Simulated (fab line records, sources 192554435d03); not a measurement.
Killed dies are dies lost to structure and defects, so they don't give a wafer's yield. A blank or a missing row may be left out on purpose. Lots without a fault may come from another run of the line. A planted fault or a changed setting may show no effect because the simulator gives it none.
fab line records | flow n5_finfet | part 2 of 2: steps 22 to 31 of 31
record lots=5 wafers=15 last_day=18
route steps=1938 shown BEOL_M6@1218
lots that met no fault: from a run of the same line without faults
start_h: hours from the record's first day to the start of the lot's first wafer shown | wait_h: hours since the lot's step before | " the same as in the row above | L1.1+2: a row that stands for several wafers | - no value, or no start given | * or withheld: withheld | < > ~ a bound
route shown NAME@n: a module of which the file shows steps, and the number in the route of the first | usual: mean/standard deviation of fault-free wafers | same: alike in all rows | chamber/n: place in a boat | sites: the reading at each site | _std_site: their standard deviation | _edge_site: outer sites' mean less inner sites' | radius_mm: how far each site lies from the wafer's centre | mask NAME#n: copy n | behind: the tool/chamber that last shaped the wafer | hold: why the lot was held/for how many hours/how that ended | device: the transistor (n, p or np) that didn't switch | end of line: the same wafers' tests at the end of the route | a step without rows: its recipe alone | killed: dies lost to structure and defects at the first sort, not the wafer's yield | map: a wafer's dies, x killed, . not, _ none there
set.NAME: the setting as run; set.NAME@STEP: as run at that earlier step | model.NAME: the simulator's own value behind a step, which no gauge read
lots at some steps of the route; a table a step, a row a wafer
services: from which hour (start_h, from the record's first day; less than 0 if before it) a tool's chamber was out of use, for how many hours, and why
## steps
# step N5_BEOL_M6_TRENCH_ETCH_37
# recipe chemistry=C4F6/O2 target_depth_a=944.35 target=SiCOH_lowk time_s=31.5 ion_energy_ev=250 pressure_mtorr=30 source_w=345 bias_w=185 Ar_flow_sccm=300 C4F6_flow_sccm=10 O2_flow_sccm=10
# usual drypump_motor_current_A=5.9/0.34 oes_product_au=0.75/0.078 rf_vpp_V=663/16 showerhead_plenum_p_Torr=2.85/0.087 throttle_valve_pct=20.89/0.2
# columns lot.wafer tool chamber start_h wait_h drypump_motor_current_A oes_product_au rf_hours_counter_h rf_vpp_V showerhead_plenum_p_Torr throttle_valve_pct
L078.1 rie_diel-02 3 - - 6.2 0.71 203 656 2.82 20.64
L078.3 " 0 " " 5.8 0.71 238 678 2.81 21.19
L078.6 " 1 " " 5.3 0.78 - 669 2.72 20.76
L081.3 rie_diel-02 2 - - 5.7 0.68 206 650 2.94 21.14
L081.4 " 3 " " 6.3 0.71 208 655 2.82 20.67
L081.5 " 2 " " 5.8 0.69 - 651 2.94 21.11
L082.2 rie_diel-02 0 - - 5.8 0.70 246 680 2.81 21.21
L082.5 " 0 " " 5.7 0.70 - 679 2.81 21.20
L082.6 " 1 " " 5.3 0.77 - 670 2.72 20.77
L088.1 rie_diel-04 3 - - 5.4 0.86 60 670 2.76 20.72
L088.4 " 0 " " 5.9 0.84 55 676 2.75 20.61
L088.5 " 3 " " 5.3 0.85 - 669 2.76 20.71
L097.2 rie_diel-02 2 - - 5.7 0.66 241 648 2.92 21.17
L097.4 " 1 " " 5.3 0.75 184 668 2.70 20.83
L097.5 " 3 " " 6.3 0.68 - 654 2.80 20.73
# step N5_BEOL_M6_ETCH_41
# recipe chemistry=CH3F/O2 target=SiCN target_depth_a=297 taper_deg=2 time_s=52 ion_energy_ev=120 mask_material=TiN pressure_mtorr=30 source_w=395 bias_w=75 Ar_flow_sccm=150 CH3F_flow_sccm=30 O2_flow_sccm=20
# usual drypump_motor_current_A=5.9/0.34 oes_product_au=0.75/0.077 rf_vpp_V=297.3/1.4 showerhead_plenum_p_Torr=2.01/0.063 throttle_valve_pct=16.31/0.19
# columns lot.wafer tool chamber start_h wait_h drypump_motor_current_A oes_product_au rf_hours_counter_h rf_vpp_V showerhead_plenum_p_Torr throttle_valve_pct
L078.1 rie_diel-02 3 - - 6.3 0.72 203 296.6 1.98 16.13
L078.3 " 0 " " 5.8 0.71 238 296.8 1.97 16.62
L078.6 " 1 " " 5.3 0.79 - 296.7 1.91 16.21
L081.3 rie_diel-02 2 - - 5.7 0.69 206 300.1 2.07 16.52
L081.4 " 3 " " 6.3 0.71 208 295.8 1.98 16.13
L081.5 " 2 " " 5.7 0.68 - 298.4 2.07 16.52
L082.2 rie_diel-02 0 - - 5.8 0.70 246 297.4 1.97 16.62
L082.5 " 0 " " 5.8 0.71 - 297.5 1.97 16.63
L082.6 " 1 " " 5.3 0.79 - 294.6 1.91 16.24
L088.1 rie_diel-04 3 - - 5.3 0.86 60 296.8 1.94 16.11
L088.4 " 0 " " 6.0 0.85 55 296.7 1.94 16.06
L088.5 " 3 " " 5.3 0.86 - 296.6 1.94 16.12
L097.2 rie_diel-02 2 - - 5.7 0.66 241 299.7 2.06 16.58
L097.4 " 1 " " 5.3 0.74 184 295.6 1.90 16.31
L097.5 " 3 " " 6.3 0.67 - 295.7 1.97 16.20
# step N5_BEOL_M6_STRIP_80
# recipe chemistry=N2/H2 time_s=10 power_w=450 temp_c=40 pressure_mtorr=20 rf_frequency_hz=6e+07 bias_power_w=7 n2_flow_sccm=200 h2_flow_sccm=200
# usual drypump_motor_current_A=5.9/0.34 oes_product_au=0.75/0.08 rf_vpp_V=59.2/0.9 showerhead_plenum_p_Torr=2.54/0.077 throttle_valve_pct=23.6/0.32
# columns lot.wafer tool chamber start_h wait_h drypump_motor_current_A oes_product_au rf_hours_counter_h rf_vpp_V showerhead_plenum_p_Torr throttle_valve_pct
L078.1 rie_diel-02 3 - - 6.2 0.70 203 58.9 2.51 23.3
L078.3 " 0 " " 5.8 0.71 238 59.2 2.49 23.7
L078.6 " 1 " " 5.3 0.78 - 58.3 2.44 23.5
L081.3 rie_diel-02 2 - - 5.7 0.68 206 58.2 2.62 24.2
L081.4 " 3 " " 6.3 0.70 208 59.4 2.51 23.3
L081.5 " 2 " " 5.7 0.68 - 58.3 2.62 24.2
L082.2 rie_diel-02 0 - - 5.8 0.69 246 59.9 2.48 23.7
L082.5 " 0 " " 5.8 0.69 - 57.9 2.48 23.7
L082.6 " 1 " " 5.3 0.77 - 58.9 2.43 23.5
L088.1 rie_diel-04 3 - - 5.3 0.86 60 58.4 2.47 23.8
L088.4 " 0 " " 6.0 0.84 55 58.4 2.46 23.1
L088.5 " 3 " " 5.3 0.88 - 58.8 2.47 23.8
L097.2 rie_diel-02 2 - - 5.7 0.65 241 59.7 2.61 24.2
L097.4 " 1 " " 5.3 0.74 184 58.6 2.42 23.6
L097.5 " 3 " " 6.3 0.67 - 57.8 2.50 23.4
# step N5_BEOL_M6_OCD_MEAS_38
# usual trench_depth_nm=93.8/1.7
# columns lot.wafer tool chamber start_h wait_h trench_depth_nm
L078.1 ocd-01 - 226.40 - 95.2
L078.3 " - " " 93.4
L078.6 " - " " 94.8
L081.3 ocd-01 - 241.02 - 90.7
L081.4 " - " " 93.6
L081.5 " - " " 90.8
L082.2 ocd-02 - 250.03 - 93.0
L082.5 " - " " 92.7
L082.6 " - " " 93.6
L088.1 ocd-02 - 306.69 - 96.6
L088.4 " - " " 95.7
L088.5 " - " " 96.7
L097.2 ocd-02 - 348.78 - 93.3
L097.4 " - " " 94.3
L097.5 " - " " 94.6
# step N5_BEOL_M6_HM_STRIP_39
# recipe chemistry=peroxide_tin_strip material=TiN target_depth_a=250 temp_c=50 time_s=158
# columns lot.wafer tool chamber start_h wait_h
L078.1+3+6 wet_bench-03 4,2,6 226.44 0.0
L081.3+4+5 wet_bench-03 7,1,2 241.05 0.0
L082.2+5+6 wet_bench-06 5,2,1 250.08 0.0
L088.1+4+5 wet_bench-06 7,3,1 306.73 0.0
L097.2+4+5 wet_bench-01 6,1,5 348.81 0.0
# step N5_BEOL_M6_SRD_40
# recipe time_s=30 temp_c=23 rinse_liquid=diw dry=ipa_marangoni
# columns lot.wafer tool chamber start_h wait_h
L078.1+3+6 wet_bench-03 4,2,6 226.48 0.0
L081.3+4+5 wet_bench-03 7,1,2 241.10 0.0
L082.2+5+6 wet_bench-06 5,2,1 250.12 0.0
L088.1+4+5 wet_bench-06 7,3,1 306.77 0.0
L097.2+4+5 wet_bench-01 6,1,5 348.85 0.0
# step N5_BEOL_M6_PRECLEAN_42
# recipe chemistry=residue_remover time_s=60 temp_c=40
# columns lot.wafer tool chamber start_h wait_h
L078.1+3+6 wet_bench-03 4,2,6 226.50 0.0
L081.3+4+5 wet_bench-03 7,1,2 241.12 0.0
L082.2+5+6 wet_bench-06 5,2,1 250.14 0.0
L088.1+4+5 wet_bench-06 7,3,1 306.79 0.0
L097.2+4+5 wet_bench-01 6,1,5 348.87 0.0
# step N5_BEOL_M6_SRD_43
# recipe time_s=30 temp_c=23 rinse_liquid=diw dry=ipa_marangoni
# columns lot.wafer tool chamber start_h wait_h
L078.1+3+6 wet_bench-03 4,2,6 226.52 0.0
L081.3+4+5 wet_bench-03 7,1,2 241.13 0.0
L082.2+5+6 wet_bench-06 5,2,1 250.16 0.0
L088.1+4+5 wet_bench-06 7,3,1 306.81 0.0
L097.2+4+5 wet_bench-01 6,1,5 348.89 0.0
# step N5_BEOL_M6_CD_MEAS_35
# recipe target_cd_nm=40 target_cd_y_nm=28 polarity=opening
# usual cd_nm=40.4/0.61
# columns lot.wafer tool chamber start_h wait_h cd_nm
L078.1 cd_sem-03 - 226.56 0.0 40.4
L078.3 " - " " 41.2
L078.6 " - " " 41.1
L081.3 cd_sem-02 - 241.18 0.0 40.3
L081.4 " - " " 41.8
L081.5 " - " " 40.8
L082.2 cd_sem-01 - 250.20 0.0 39.5
L082.5 " - " " 40.0
L082.6 " - " " 38.9
L088.1 cd_sem-01 - 306.85 0.0 40.6
L088.4 " - " " 41.3
L088.5 " - " " 40.5
L097.2 cd_sem-03 - 348.93 0.0 40.3
L097.4 " - " " 40.7
L097.5 " - " " 39.7
# step N5_BEOL_M6_CURE_75
# recipe temp_c=370 time_s=120 ambient=DMADMS/He material=SiCOH_lowk
# usual lamp_power_pct=52.31/0.056 wafer_temp_C_max=371.8/0.57
# columns lot.wafer tool chamber start_h wait_h lamp_power_pct wafer_temp_C_max
L078.1 uv_cure-02 1 226.60 0.0 52.23 372.1
L078.3 " 1 " " 52.47 372.1
L078.6 " 1 " " 52.40 372.8
L081.3 uv_cure-01 2 241.42 0.2 52.23 371.2
L081.4 " 2 " " 52.35 371.4
L081.5 " 2 " " 52.34 371.3
L082.2 uv_cure-02 2 250.29 0.1 52.33 372.7
L082.5 " 2 " " 52.27 372.3
L082.6 " 2 " " 52.38 372.1
L088.1 uv_cure-02 2 306.89 0.0 52.33 372.9
L088.4 " 2 " " 52.27 372.0
L088.5 " 2 " " 52.25 372.0
L097.2 uv_cure-03 2 349.07 0.1 52.41 372.5
L097.4 " 2 " " 52.33 373.0
L097.5 " 2 " " 52.40 372.8
## services
# columns tool chamber start_h hours kind
uv_cure-01 - 201.62 2.9 repair
rie_diel-04 2 203.66 6.9 repair
uv_cure-02 - 209.60 3.4 pm
euv_scanner-01 - 217.13 1.5 repair
rie_diel-04 - 222.30 2.8 pm
uv_cure-01 - 231.89 0.6 repair
uv_cure-03 - 232.91 19.3 repair
euv_scanner-02 - 233.34 1.0 pm
uv_cure-03 - 252.25 24.9 pm
rie_diel-04 2 258.80 4.2 repair
euv_scanner-01 - 272.47 4.6 pm
euv_scanner-01 - 278.08 1.0 pm
euv_scanner-02 - 279.09 1.0 pm
rie_diel-02 2 291.05 9.1 repair
wet_bench-06 - 301.12 0.7 repair
euv_scanner-01 - 301.43 1.8 repair
euv_scanner-02 - 303.23 4.6 pm
euv_scanner-01 - 307.83 1.0 pm
euv_scanner-02 - 310.38 0.4 repair
euv_scanner-01 - 329.49 4.6 pm
euv_scanner-02 - 334.09 1.0 pm
euv_scanner-02 - 340.57 5.8 pm
uv_cure-03 - 342.95 2.1 pm
uv_cure-03 - 347.03 0.9 repair
